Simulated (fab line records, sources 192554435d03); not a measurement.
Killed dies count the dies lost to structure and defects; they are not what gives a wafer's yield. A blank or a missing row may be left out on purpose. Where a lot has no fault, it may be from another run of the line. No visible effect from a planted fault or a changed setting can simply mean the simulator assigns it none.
The tool behind it: which one? ; flow n5Finfet ; 10 lots, 30 wafers sampled, at 2 steps of a route of 1938

WHAT EACH GAUGE READ, for each wafer
N5_BEOL_M11_CD_MEAS_28: target cd 70 nm.
lot;measured;on;cdNm (nm)
L303;day 10 12:47;cdSem-02;69.1 70.3 68.3
L302;day 10 13:16;cdSem-02;71.4 70.6 71.4
L304;day 10 16:35;cdSem-03;70.7 69.7 69.3
L306;day 11 11:25;cdSem-01;71.8 70.7 68.9
L307;day 11 18:01;cdSem-02;67.6 67.9 68.6
L311;day 13 03:13;cdSem-02;69.9 72.7 71.7
L313;day 13 12:49;cdSem-02;71.4 70.9 70.8
L320;day 15 09:23;cdSem-02;70.6 70.2 71.6
L323;day 16 05:20;cdSem-01;70.1 70.2 70.1
L322;day 16 05:31;cdSem-03;70.1 69.8 69.2

EACH LOT AND THE TOOL THAT RAN IT (in order: tool; ch and the chambers of the sampled wafers; start)
lot;N5_BEOL_M11_STRIP_19
L303;rieDiel-05 ch 0,2, day 10 11:46
L302;rieDiel-02 ch 0,1, day 10 12:45
L304;rieDiel-05 ch 0,1,2, day 10 15:03
L306;rieDiel-06 ch 1,2,3, day 11 10:46
L307;rieDiel-02 ch 0,1,2, day 11 16:31
L311;rieDiel-02 ch 0,3, day 13 00:53
L313;rieDiel-06 ch 1,3, day 13 12:14
L320;rieDiel-06 ch 1,3, day 15 08:16
L323;rieDiel-06 ch 0,2,3, day 16 03:29
L322;rieDiel-05 ch 0,2,3, day 16 03:44
- N5_BEOL_M11_STRIP_19: strips in O2.

THE ANSWER, worked out from the rows above alone
Rule: the usual values come from the lots themselves. The widest of any qualifying gaps counts: lots, ordered by their means at a reading, are off when they make up no more than a third of the lots, leave a main group of 4 or more, and stand apart from it by 3 or more times the standard deviation of that group's means. A main group whose means are all the same, to the digits that the tables above print for the reading, isn't used. A lot without any number at a reading at which 4 lots or more have one is off too. All remaining lots with rows at the step are treated as sound.
No lot is off on any of the readings shown, so nothing can be concluded from this.

WHAT THE SIMULATOR HAD INSERTED
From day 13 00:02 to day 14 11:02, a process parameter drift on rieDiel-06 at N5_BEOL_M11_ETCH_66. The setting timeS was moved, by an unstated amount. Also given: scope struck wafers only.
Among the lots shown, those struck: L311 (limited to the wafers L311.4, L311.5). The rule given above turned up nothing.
